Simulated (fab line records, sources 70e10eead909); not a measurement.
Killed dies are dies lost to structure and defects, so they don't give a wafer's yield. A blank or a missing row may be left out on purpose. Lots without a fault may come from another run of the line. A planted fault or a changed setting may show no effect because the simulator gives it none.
fab line records | flow nand_harc
record lots=14 wafers=42 last_day=33
route steps=1302 shown A_STAIRCASE@734
lots that met no fault: from a run of the same line without faults
start_h: hours from the record's first day to the start of the lot's first wafer shown | wait_h: hours since the lot's step before | " the same as in the row above | L1.1+2: a row that stands for several wafers | - no value, or no start given | * or withheld: withheld | < > ~ a bound
route shown NAME@n: a module of which the file shows steps, and the number in the route of the first | usual: mean/standard deviation of fault-free wafers | same: alike in all rows | chamber/n: place in a boat | sites: the reading at each site | _std_site: their standard deviation | _edge_site: outer sites' mean less inner sites' | radius_mm: how far each site lies from the wafer's centre | mask NAME#n: copy n | behind: the tool/chamber that last shaped the wafer | hold: why the lot was held/for how many hours/how that ended | device: the transistor (n, p or np) that didn't switch | end of line: the same wafers' tests at the end of the route | a step without rows: its recipe alone | killed: dies lost to structure and defects at the first sort, not the wafer's yield | map: a wafer's dies, x killed, . not, _ none there
set.NAME: the setting as run; set.NAME@STEP: as run at that earlier step | model.NAME: the simulator's own value behind a step, which no gauge read
steps of the route over a sample of lots; a table a step, a row a wafer
services: from which hour (start_h, from the record's first day; less than 0 if before it) a tool's chamber was out of use, for how many hours, and why
## steps
# step NHARC_A_STAIRCASE_TRIM_220
# recipe time_s=211.2 o2_flow_sccm=500 ar_flow_sccm=0 bias_w=0 chemistry=O2
# usual drypump_motor_current_A=5.6/0.48 oes_product_au=1.001/0.0099 rf_vpp_V=58.0/0.88 run_length_s=232.6/0.43 showerhead_plenum_p_Torr=3.55/0.11 throttle_valve_pct=17.036/0.0093
# same bias_w=0
# columns lot.wafer tool chamber start_h wait_h drypump_motor_current_A oes_product_au rf_hours_counter_h rf_vpp_V run_length_s showerhead_plenum_p_Torr throttle_valve_pct
L327.1 rie_diel-09 0 369.67 0.1 5.2 1.004 16 57.4 231.9 3.48 17.048
L327.4 " 3 " " 5.6 1.009 14 58.8 232.9 3.61 17.029
L327.6 " 0 " " 5.2 1.012 - 58.4 232.3 3.48 17.046
L326.1 rie_diel-10 0 370.00 0.1 5.5 0.992 34 57.3 233.0 3.56 17.035
L326.2 " 2 " " 6.1 0.999 37 58.0 233.1 3.75 17.040
L326.5 " 2 " " 6.1 1.001 - 57.6 233.2 3.75 17.037
L328.2 rie_diel-03 2 384.61 0.1 5.4 0.996 22 59.1 232.1 3.68 17.051
L328.3 " 3 " " 5.9 0.997 27 59.0 233.3 3.67 17.038
L328.4 " 1 " " 5.7 0.991 29 58.9 233.3 3.38 17.026
L329.3 rie_diel-09 1 390.38 0.1 6.0 0.996 15 57.9 232.7 3.66 17.050
L329.2 " 2 " " 5.2 1.010 18 58.9 232.5 3.43 17.032
L329.1 " 3 " " 5.6 1.005 18 59.4 233.0 3.61 17.037
L330.1 rie_diel-09 1 390.59 0.1 6.0 1.005 15 58.1 232.5 3.66 17.046
L330.2 " 2 " " 5.2 1.012 18 56.7 232.3 3.43 17.023
L330.6 " 0 " " 5.2 1.010 - 60.2 232.3 3.48 17.048
L331.2 rie_diel-03 1 421.97 0.2 5.7 1.012 39 57.7 232.7 3.37 17.050
L331.5 " 1 " " 5.7 1.010 - 58.1 232.7 3.37 17.042
L331.6 " 2 " " 5.4 0.998 - 58.6 232.1 3.67 17.049
L333.3 rie_diel-09 2 429.48 0.1 5.2 0.998 31 57.2 232.6 3.42 17.027
L333.1 " 0 " " 5.2 1.020 33 58.2 232.3 3.47 17.019
L333.5 " 2 " " 5.2 1.010 - 57.2 232.4 3.42 17.030
L334.2 rie_diel-10 1 450.44 0.1 6.4 0.990 7 58.4 233.1 3.52 17.031
L334.4 " 0 " " 5.4 1.013 7 57.0 232.8 3.55 17.037
L334.5 " 2 " " 6.1 0.984 - 57.7 232.9 3.74 17.035
L335.4 rie_diel-09 1 453.33 0.1 6.0 0.993 37 57.5 232.4 3.65 17.042
L335.1 " 3 " " 5.6 1.006 36 57.2 232.8 3.60 17.042
L335.2 " 0 " " 5.2 1.011 34 58.4 231.8 3.47 17.031
L342.2 rie_diel-10 3 533.85 0.1 4.7 1.003 35 58.1 232.0 3.49 17.036
L342.6 " 0 " " 5.4 1.000 - 58.3 233.3 3.53 17.042
L342.5 " 1 " " 6.5 0.998 - 58.2 232.9 3.51 17.041
L344.1 rie_diel-09 3 541.05 0.1 5.6 1.009 10 58.6 232.7 3.59 17.037
L344.6 " 1 " " 6.0 0.979 - 58.9 232.2 3.64 17.022
L344.4 " 3 " " 5.7 1.001 - 58.4 232.7 3.59 17.037
L343.1 rie_diel-09 2 541.90 0.1 5.2 0.987 8 57.9 232.5 3.40 17.032
L343.3 " 3 " " 5.6 0.996 10 57.3 232.5 3.59 17.029
L343.2 " 0 " " 5.2 1.011 8 56.2 232.5 3.46 17.048
L346.1 rie_diel-10 1 563.69 0.1 6.4 1.001 50 57.4 233.2 3.50 17.036
L346.3 " 2 " " 6.1 0.992 53 60.2 232.8 3.71 17.063
L346.6 " 3 " " 4.7 0.984 - 56.5 232.0 3.48 17.040
L348.1 rie_diel-10 3 589.29 0.1 4.7 0.997 54 59.4 232.2 3.48 17.029
L348.4 " 1 " " 6.4 1.002 60 58.9 232.9 3.49 17.035
L348.6 " 3 " " 4.7 0.991 - 56.0 232.3 3.48 17.037
# step NHARC_A_STAIRCASE_ETCH_223
# recipe target_depth_a=1000 time_s=40.5 ion_energy_ev=400 c4f8_flow_sccm=20 o2_flow_sccm=10 ar_flow_sccm=withheld rf_w=600 bias_w=1000 chemistry=C4F8/O2
# usual bias_w=1000/3 oes_product_au=0.944/0.011 rf_vpp_V=896/4
# columns lot.wafer tool chamber start_h wait_h bias_w oes_product_au rf_hours_counter_h rf_vpp_V
L327.4 rie_diel-09 2 - - 1000 0.952 15 892
L327.1 " 0 " " 998 0.940 16 895
L327.6 " 2 " " 1005 0.960 - 891
L326.2 rie_diel-10 3 - - 997 0.939 35 896
L326.1 " 0 " " 999 0.928 34 898
L326.5 " 0 " " 997 0.943 - 896
L328.4 rie_diel-03 0 - - 1001 0.947 31 889
L328.3 " 2 " " 1000 0.944 22 901
L328.2 " 3 " " 1003 0.949 28 900
L329.3 rie_diel-09 3 - - 1002 0.936 18 900
L329.2 " 0 " " 1002 0.939 20 894
L329.1 " 1 " " 1001 0.932 15 901
L330.1 rie_diel-09 1 - - 996 0.945 16 902
L330.2 " 2 " " 994 0.960 19 891
L330.6 " 1 " " 996 0.946 - 901
L331.2 rie_diel-03 0 - - 998 0.943 44 888
L331.6 " 3 " " 1001 0.954 - 900
L331.5 " 0 " " 999 0.945 - 889
L333.3 rie_diel-09 2 - - 1000 0.945 31 892
L333.1 " 3 " " 995 0.948 30 899
L333.5 " 2 " " 1001 0.951 - 892
L334.4 rie_diel-10 2 - - 1003 0.923 9 904
L334.2 " 0 " " 1000 0.943 8 897
L334.5 " 2 " " 1001 0.912 - 903
L335.4 rie_diel-09 0 - - 1005 0.956 35 895
L335.1 " 1 " " 1002 0.949 37 900
L335.2 " 2 " " 996 0.965 38 891
L342.2 rie_diel-10 3 - - 999 0.934 36 895
L342.5 " 2 " " 998 0.932 - 904
L342.6 " 3 " " 996 0.929 - 894
L344.4 rie_diel-09 1 - - 1002 0.935 7 899
L344.1 " 3 " " 1000 0.948 10 897
L344.6 " 2 " " 1000 0.926 - 890
L343.2 rie_diel-09 3 - - 1004 0.944 10 898
L343.3 " 0 " " 1000 0.940 8 893
L343.1 " 2 " " 1004 0.933 8 892
L346.1 rie_diel-10 1 - - 999 0.954 50 894
L346.3 " 3 " " 1003 0.944 47 894
L346.6 " 0 " " 1000 0.940 - 895
L348.1 rie_diel-10 0 - - 998 0.950 59 896
L348.4 " 3 " " 997 0.942 54 894
L348.6 " 1 " " 999 0.949 - 895
# step NHARC_A_STAIRCASE_ETCH_225
# recipe target_depth_a=1000 time_s=40.5 ion_energy_ev=400 c4f8_flow_sccm=20 o2_flow_sccm=10 ar_flow_sccm=withheld rf_w=600 bias_w=1000 chemistry=C4F8/O2
# usual bias_w=999.8/2.8 oes_product_au=0.945/0.01 rf_vpp_V=896/4
# columns lot.wafer tool chamber start_h wait_h bias_w oes_product_au rf_hours_counter_h rf_vpp_V
L327.4 rie_diel-09 1 - - 999.6 0.940 12 901
L327.1 " 2 " " 1003.3 0.961 15 893
L327.6 " 1 " " 1005.0 0.953 - 900
L326.2 rie_diel-10 0 - - 1003.5 0.936 34 897
L326.1 " 3 " " 1001.9 0.941 35 895
L326.5 " 0 " " 998.6 0.951 - 898
L328.2 rie_diel-03 0 - - 997.8 0.948 32 891
L328.3 " 1 " " 997.2 0.942 29 891
L328.4 " 3 " " 997.5 0.955 28 901
L329.1 rie_diel-09 0 - - 1001.3 0.947 20 895
L329.3 " 2 " " 1003.5 0.946 19 892
L329.2 " 3 " " 1003.9 0.942 19 899
L330.2 rie_diel-09 1 - - 1004.6 0.948 16 901
L330.1 " 0 " " 1002.7 0.952 20 894
L330.6 " 1 " " 1004.4 0.942 - 902
L331.2 rie_diel-03 0 - - 999.6 0.935 44 890
L331.6 " 3 " " 1001.5 0.955 - 902
L331.5 " 0 " " 999.3 0.942 - 890
L333.1 rie_diel-09 3 - - 994.7 0.954 30 899
L333.3 " 1 " " 995.3 0.959 30 901
L333.5 " 2 " " 998.1 0.957 - 891
L334.2 rie_diel-10 1 - - 998.8 0.938 8 897
L334.4 " 2 " " 999.6 0.933 9 904
L334.5 " 3 " " 1000.4 0.950 - 896
L335.4 rie_diel-09 0 - - 1000.6 0.954 35 895
L335.1 " 1 " " 996.6 0.941 37 901
L335.2 " 3 " " 997.8 0.952 36 898
L342.2 rie_diel-10 1 - - 1002.6 0.949 35 895
L342.6 " 1 " " 1000.8 0.945 - 894
L342.5 " 2 " " 999.5 0.935 - 903
L344.1 rie_diel-09 2 - - 995.0 0.945 8 893
L344.4 " 0 " " 999.1 0.948 7 895
L344.6 " 2 " " 1000.1 0.935 - 891
L343.2 rie_diel-09 3 - - 1004.1 0.939 11 898
L343.1 " 0 " " 1006.5 0.933 8 893
L343.3 " 1 " " 996.0 0.935 8 901
L346.3 rie_diel-10 3 - - 1000.1 0.918 48 894
L346.1 " 0 " " 998.6 0.940 50 897
L346.6 " 0 " " 999.0 0.944 - 896
L348.1 rie_diel-10 0 - - 999.5 0.947 59 897
L348.4 " 1 " " 1000.9 0.949 61 896
L348.6 " 0 " " 998.8 0.953 - 896
# step NHARC_A_STAIRCASE_TRIM_235
# recipe time_s=211.2 o2_flow_sccm=500 ar_flow_sccm=0 bias_w=0 chemistry=O2
# usual drypump_motor_current_A=5.6/0.45 oes_product_au=0.999/0.0092 rf_vpp_V=57.8/0.87 run_length_s=232.5/0.46 showerhead_plenum_p_Torr=3.53/0.12 throttle_valve_pct=17.037/0.0089
# same bias_w=0
# columns lot.wafer tool chamber start_h wait_h drypump_motor_current_A oes_product_au rf_hours_counter_h rf_vpp_V run_length_s showerhead_plenum_p_Torr throttle_valve_pct
L327.1 rie_diel-03 0 371.88 - 6.0 1.001 28 57.8 232.5 3.34 17.043
L327.4 " 0 " " 6.0 0.988 - 58.7 232.2 3.34 17.026
L327.6 " 0 " " 6.0 0.996 - 57.1 232.4 3.34 17.037
L326.1 rie_diel-10 3 372.05 - 4.7 0.993 36 57.5 232.0 3.52 17.034
L326.2 " 0 " " 5.5 1.007 35 57.9 232.7 3.56 17.038
L326.5 " 3 " " 4.7 0.993 - 56.8 232.1 3.52 17.030
L328.2 rie_diel-10 3 386.39 - 4.7 0.988 39 59.1 232.1 3.52 17.032
L328.4 " 0 " " 5.4 1.016 38 57.4 232.6 3.56 17.049
L328.3 " 1 " " 6.5 0.997 38 58.7 233.1 3.53 17.046
L329.3 rie_diel-09 0 392.27 - 5.2 0.999 21 57.7 231.7 3.48 17.037
L329.1 " 1 " " 6.0 1.003 16 57.6 232.2 3.66 17.051
L329.2 " 3 " " 5.6 1.002 19 59.6 232.6 3.61 17.025
L330.1 rie_diel-03 0 392.69 - 6.0 0.995 34 56.3 232.4 3.34 17.041
L330.2 " 3 " " 5.9 1.001 30 59.7 233.7 3.67 17.022
L330.6 " 1 " " 5.7 0.998 - 57.5 233.2 3.38 17.039
L331.2 rie_diel-03 2 424.31 - 5.4 0.993 37 58.3 231.8 3.67 17.033
L331.5 " 2 " " 5.4 0.992 - 59.5 231.7 3.67 17.033
L331.6 " 3 " " 5.9 0.998 - 56.8 233.3 3.66 17.028
L333.3 rie_diel-09 2 431.26 - 5.2 1.003 32 57.5 232.5 3.42 17.046
L333.1 " 3 " " 5.6 1.000 30 57.5 232.7 3.60 17.034
L333.5 " 0 " " 5.2 1.006 - 57.5 231.6 3.47 17.042
L334.2 rie_diel-10 0 452.20 - 5.5 0.995 8 57.5 232.6 3.55 17.040
L334.4 " 3 " " 4.7 0.989 9 58.1 232.1 3.50 17.044
L334.5 " 0 " " 5.4 0.993 - 58.2 232.6 3.55 17.031
L335.4 rie_diel-03 3 455.10 - 5.9 1.009 52 56.5 233.2 3.66 17.029
L335.2 " 0 " " 6.0 1.000 54 56.9 232.2 3.33 17.051
L335.1 " 1 " " 5.7 1.006 51 57.7 233.0 3.37 17.029
L342.2 rie_diel-09 0 535.67 - 5.2 1.013 7 57.6 291.4 3.45 17.030
L342.5 " 1 " " 6.0 0.988 - 57.1 292.2 3.64 17.034
L342.6 " 2 " " 5.2 0.992 - 58.4 292.2 3.41 17.040
L344.4 rie_diel-03 0 542.95 - 6.0 1.000 20 57.1 232.3 3.32 17.048
L344.1 " 2 " " 5.4 0.992 22 58.3 231.9 3.65 17.038
L344.6 " 3 " " 5.9 0.987 - 57.8 233.7 3.64 17.043
L343.3 rie_diel-09 0 543.76 - 5.2 1.013 9 58.7 231.7 3.45 17.045
L343.2 " 1 " " 6.0 0.989 8 57.1 292.6 3.64 17.045
L343.1 " 2 " " 5.2 0.992 9 57.1 232.3 3.40 17.021
L346.3 rie_diel-03 2 566.83 - 5.4 1.000 27 56.7 232.3 3.65 17.048
L346.1 " 3 " " 5.9 1.007 27 58.2 233.2 3.64 17.033
L346.6 " 2 " " 5.4 1.001 - 57.4 232.5 3.65 17.045
L348.1 rie_diel-10 2 591.03 - 6.1 0.995 62 57.8 232.8 3.71 17.042
L348.4 " 3 " " 4.7 0.992 55 58.5 231.9 3.48 17.046
L348.6 " 3 " " 4.7 0.997 - 57.9 232.2 3.48 17.039
## services
# columns tool chamber start_h hours kind
rie_diel-09 1 355.22 3.2 repair
rie_diel-09 0 361.61 - clean
rie_diel-09 1 361.61 - clean
rie_diel-09 2 361.61 - clean
rie_diel-09 3 361.61 - clean
rie_diel-10 1 369.32 8.0 repair
rie_diel-03 2 369.93 12.0 repair
rie_diel-03 3 370.39 2.1 repair
rie_diel-10 1 378.72 2.8 repair
rie_diel-09 0 386.11 - clean
rie_diel-09 1 386.11 - clean
rie_diel-09 2 386.11 - clean
rie_diel-09 - 387.69 0.7 repair
rie_diel-03 - 395.41 1.0 repair
rie_diel-03 1 403.32 2.8 repair
rie_diel-03 3 408.20 4.4 repair
rie_diel-09 0 431.92 13.8 repair
rie_diel-03 - 459.60 9.0 pm
rie_diel-09 - 502.82 9.0 pm
rie_diel-10 1 506.13 3.3 repair
rie_diel-09 - 533.00 1.8 repair
rie_diel-09 0 537.11 4.2 repair
rie_diel-10 3 552.44 4.8 repair
rie_diel-10 1 565.58 7.9 repair
## key
first_sign step=NHARC_A_STAIRCASE_TRIM_235 reading=run_length_s direction=up sigmas=99+ usual=* struck=*
effect none on later readings
met_at NHARC_A_STAIRCASE_TRIM_235
struck_lots L342,L343
struck_wafers L342.2,L342.5,L342.6,L343.2
later_rows_left_out L342.2,L343.2
sort_left_out L342.2,L342.5,L342.6,L343.2
tester_left_out L342,L343
not_acting_at NHARC_A_STAIRCASE_TRIM_220,NHARC_A_STAIRCASE_ETCH_223,NHARC_A_STAIRCASE_ETCH_225
onset_between 431.26 535.67
fault kind=process_parameter_drift tool=rie_diel-09 chamber=- onset_h=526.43 steps=NHARC_A_STAIRCASE_TRIM_235 channel=time_s offset=* shape=step end_h=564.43 scope=struck_wafers_only acts_in=* stated=*
# tester_left_out: of these lots the tester's yield and bins aren't shown, on N5 and GAA mostly nor the transistor test; their killed dies are dies lost to structure and defects alone, not to doping, threshold or leakage, so they don't give the yield
# sort_left_out: the simulated sort isn't trusted on such a fault, so these wafers' sort isn't shown, and their yield isn't known
# later_rows_left_out: the simulator's readings of these wafers behind a module that went badly wrong aren't trusted and aren't shown, but for the sort
